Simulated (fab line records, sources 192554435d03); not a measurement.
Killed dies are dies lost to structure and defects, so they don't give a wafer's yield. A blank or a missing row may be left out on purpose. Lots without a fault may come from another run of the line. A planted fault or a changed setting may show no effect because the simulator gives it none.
A struck lot beside a sound one | flow n5_finfet | 16 steps out of a route of 1938
Sound: wafers L108.4, L108.5, L108.6. Struck: wafer L116.6. (L116.2 of the same lot was not struck and is left out.) The cause comes at the end.
At each step with rows: each side's tool, then ch and its chambers, then its first start. Under that, the readings that differ: sound wafers | struck wafers | difference of the means | sigmas: that difference in standard deviations of wafers without a fault.
alike: readings whose means differ by less than 2 such deviations, and words and numbers that are the same on both sides. not compared: withheld readings, readings that some wafer has no value for, bounds like >300 that may hide the same value, and numbers for which the record gives no deviation and whose values overlap.
The two part at a step that has a row with sigmas, a row that says differs or no value, or rows on one side only. Numbers that don't overlap but have no deviation are shown without sigmas and don't part them. A reading that every wafer of one side lacks parts them only if that side has two wafers or more.

first, 8 steps without rows for these wafers: N5_SD_EPI_N_COAT_32 (time 60 s, resist thk 350 nm); N5_SD_EPI_N_COAT_33 (time 60 s, resist thk 35 nm); N5_SD_EPI_N_COAT_03 (resist thk 150 nm); N5_SD_EPI_N_EBR_05; N5_SD_EPI_N_SOFTBAKE_04 (time 60 s); N5_SD_EPI_N_EXPOSE_06 (exposes mask SD N BLK, target cd 120 nm); N5_SD_EPI_N_PEB_07 (peb time 60 s); N5_SD_EPI_N_DEVELOP_08 (develop time 30 s).
N5_SD_EPI_N_CD_MEAS_09: target cd 120 nm.
  sound on cd_sem-01 ch 0, day 5 20:22; struck on cd_sem-01 ch 0, day 7 17:49
  alike: cd_nm
N5_SD_EPI_N_OVL_MEAS_10:
  sound on overlay-01 ch 0, day 5 20:23; struck on overlay-01 ch 0, day 7 17:50
  alike: SD_N_BLK_OVL
N5_SD_EPI_N_INSPECT_11: inspects for defects (macro).
  sound on defect_inspect-02, day 5 20:25; struck on defect_inspect-01, day 7 17:52
  alike: raw_defect_count
N5_SD_EPI_N_DESCUM_14: chemistry O2, time 7.9 s.
  sound on rie_diel-05 ch 2,3, day 5 20:27; struck on rie_diel-01 ch 2, day 7 17:54
  reading               | sound          | struck | difference | sigmas
  oes_product_au (a.u.) | 0.75 0.72 0.73 | 1.01   | +0.28      | +4
  alike: drypump_motor_current_A, rf_fwd_power_W, rf_vpp_V, showerhead_plenum_p_Torr, temp_c, throttle_valve_pct
  not compared: rf_hours_counter_h
N5_SD_EPI_N_ETCH_34: etches SiARC in CF4, target depth 45.5 nm, time 75.8 s.
  sound on rie_diel-05 ch 2,3, day 5 20:29; struck on rie_diel-01 ch 2, day 7 17:56
  reading               | sound          | struck | difference | sigmas
  etch_rf_on_time_s (s) | 75.5 77.4 75.7 | 105.4  | +29.2      | +27
  alike: drypump_motor_current_A, oes_product_au, rf_vpp_V, showerhead_plenum_p_Torr, throttle_valve_pct
  not compared: rf_fwd_power_W, rf_hours_counter_h
N5_SD_EPI_N_ETCH_35: etches SOC in N2/H2, overetch 108 nm, time 486 s.
  sound on rie_diel-05 ch 2,3, day 5 20:32; struck on rie_diel-01 ch 2, day 7 17:59
  reading               | sound          | struck | difference | sigmas
  oes_product_au (a.u.) | 0.66 0.64 0.66 | 0.88   | +0.23      | +4
  alike: drypump_motor_current_A, n2_flow_sccm, rf_fwd_power_W, rf_vpp_V, showerhead_plenum_p_Torr, temp_c, throttle_valve_pct
  not compared: rf_hours_counter_h
-- the record jumps here: 5 days lie between the struck wafers' starts before and after (it left off in module SD_EPI_N and takes up again in module BEOL_M4, whose first step shown is number 1111 of the route) --
N5_BEOL_M4_RC_MEAS_101:
  sound on prober-02 ch 0, day 10 16:26; struck on prober-02 ch 0, day 12 21:55
  alike: DIBL_N, DIBL_P, IOFF_N, IOFF_P, ION_N, ION_P, SS_N, SS_P, VT_N, VT_P
then, 1 step without rows for these wafers: N5_PASSIVATION_PROBE_49.

WHERE THEY PART
First at N5_SD_EPI_N_DESCUM_14; last, within this record, at N5_SD_EPI_N_ETCH_35. Later steps at which nothing parts them and some readings are alike: N5_BEOL_M4_RC_MEAS_101.

WHY: what the simulator had put in
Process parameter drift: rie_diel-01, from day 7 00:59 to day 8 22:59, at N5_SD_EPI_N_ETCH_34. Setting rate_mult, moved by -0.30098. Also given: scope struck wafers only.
